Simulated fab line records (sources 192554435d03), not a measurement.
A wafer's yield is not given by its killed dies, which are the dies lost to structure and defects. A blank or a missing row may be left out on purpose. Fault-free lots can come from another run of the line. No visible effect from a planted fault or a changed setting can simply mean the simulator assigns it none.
Code-filled problem report in 8D (eight disciplines) form    flow n5 finfet    the parts of the form that need people (team, actions taken, sign-off) are left out

1. PROBLEM STATEMENT
Mean of run length s at N5_BEOL_M11_ETCH_66: 165.0 s across 4 wafers in 2 lots; on wafers with no fault it is 203.5 s (standard deviation 0.3). That is -99 or more standard deviations from the usual mean.
The step: etches SOC in N2/H2, target depth 120 nm, overetch 24 nm, time 180 s.
The first sign was on wafer L312.4 at day 13 12:52, on rie diel-06. The record has a number at this step for 17 wafers belonging to 6 lots. By rule, "out" or "out of limits" means more than 4 standard deviations away from the usual mean. The rest of the wafers with a number are treated as sound.

2. WHAT IT IS; WHAT IT IS NOT
question                     is                              is not
which readings at this step  run length s                    drypump motor current A, rf vpp V, showerhead plenum p Torr, throttle valve pct
which lots                   L312, L314                      L303, L304, L322, L325
which wafers of those lots   L312.4, L312.5, L314.4, L314.5  L314.3
read on which tools          rie diel-06                     rie diel-02, rie diel-05
when                         from day 13 12:52               up to then (6 sound wafers); but 7 sound wafers of L314, L322, L325 came after

3. SUSPECTS, AND WHAT RULES EACH OUT
Counting: any tool at a process step up to the reading remains a suspect provided it ran every lot that is out. Sound lots after the first of them don't rule it out here, since some wafers of a struck lot are sound.
- rie diel-06 at N5_BEOL_M11_DESCUM_33 (chemistry O2, time 7.9 s): kept. Every lot that is out went through it, the first being L312 (day 13 12:45); the last sound lot it ran before that was L304 (day 10 16:41).
- rie diel-06 at N5_BEOL_M11_ETCH_65 (etches SiARC in CF4, target depth 39 nm, time 65 s): kept. Every lot that is out went through it, the first being L312 (day 13 12:47); the last sound lot it ran before that was L304 (day 10 16:43).
- rie diel-06 at N5_BEOL_M11_ETCH_66 (etches SOC in N2/H2, target depth 120 nm, overetch 24 nm, time 180 s): kept. Every lot that is out went through it, the first being L312 (day 13 12:52); the last sound lot it ran before that was L304 (day 10 16:46). Out on those wafers are its own readings of run length s.
Still standing after the count: rie diel-06 at N5_BEOL_M11_DESCUM_33, rie diel-06 at N5_BEOL_M11_ETCH_65, rie diel-06 at N5_BEOL_M11_ETCH_66.

4. THE CAUSE (what the simulator had put in)
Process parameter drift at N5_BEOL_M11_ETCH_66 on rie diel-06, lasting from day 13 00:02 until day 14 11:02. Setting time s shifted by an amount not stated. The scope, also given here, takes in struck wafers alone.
Counting left 3 suspects, and this tool is among them.

5. SEQUENCE OF EFFECTS, ordered by route
One row per reading whose mean, taken over the struck wafers that have a number, lies over 3 standard deviations from the usual. Only readings whose record carries a usual standard deviation are examined. hours: median over the lots of the time between each lot's start at the first step of this table that gives one and its start at this step. sigmas: the change, counted in usual standard deviations.
hours  step                 reading       usual    on struck wafers  change  sigmas
0      N5_BEOL_M11_ETCH_66  run length s  203.5 s  165.0             -38.5   -99 or more
Here are the process steps it includes:
- N5_BEOL_M11_ETCH_66: etches SOC in N2/H2, target depth 120 nm, overetch 24 nm, time 180 s.

6. WHAT WOULD HAVE CAUGHT IT SOONER
13 hours passed between the start of the fault at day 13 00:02 and the first reading out of limits in this record, taken at day 13 12:52.
